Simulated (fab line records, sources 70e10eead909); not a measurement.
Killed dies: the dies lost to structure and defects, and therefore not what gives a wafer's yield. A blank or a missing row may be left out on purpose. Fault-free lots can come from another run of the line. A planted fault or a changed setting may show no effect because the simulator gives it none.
Chamber matching ; flow nand-harc ; 3 sister chambers for NHARC_A_M1_PRE_CLEAN_32 on pecvd-04
The step time 12 s. 3 wafers are shown with their chamber, then 7 later ones without.

## WAFERS PAIRED WITH THEIR CHAMBERS
wafer;chamber;heater-power-w (W)
L424.6;2;605
L437.1;1;640
L437.2;0;648

## WAFERS MISSING THEIR CHAMBER
wafer;heater-power-w (W)
L437.5;656
L439.1;578
L439.4;707
L439.6;724
L440.3;634
L440.4;679
L440.5;726

## WHICH CHAMBER EACH WENT THROUGH
wafer;from the rows above;in truth
L437.5;can't be placed: 0 or 1 or 2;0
L439.1;can't be placed: 2 or 1 or 0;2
L439.4;can't be placed: 0 or 1 or 2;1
L439.6;can't be placed: 0 or 1 or 2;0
L440.3;can't be placed: 1 or 0 or 2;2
L440.4;can't be placed: 0 or 1 or 2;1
L440.5;can't be placed: 0 or 1 or 2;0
Correctly placed: 0 of 7. From these rows, 7 cannot be placed; in 7 the true chamber is one of the candidates. Placed wrongly: 0.
How it was worked out, from the rows above alone: a wafer's distance from a chamber is the root of the sum, over the readings, of the square of ((its reading less the chamber's mean) divided by the reading's scatter). The wafer belongs to the nearest chamber; if the next one is less than 2 further off, it can't be placed. For every chamber, the mean is computed from those of its wafers that are shown. The scatter: root of mean squared gap, hidden wafer to nearest shown wafer, with one shown wafer a chamber.
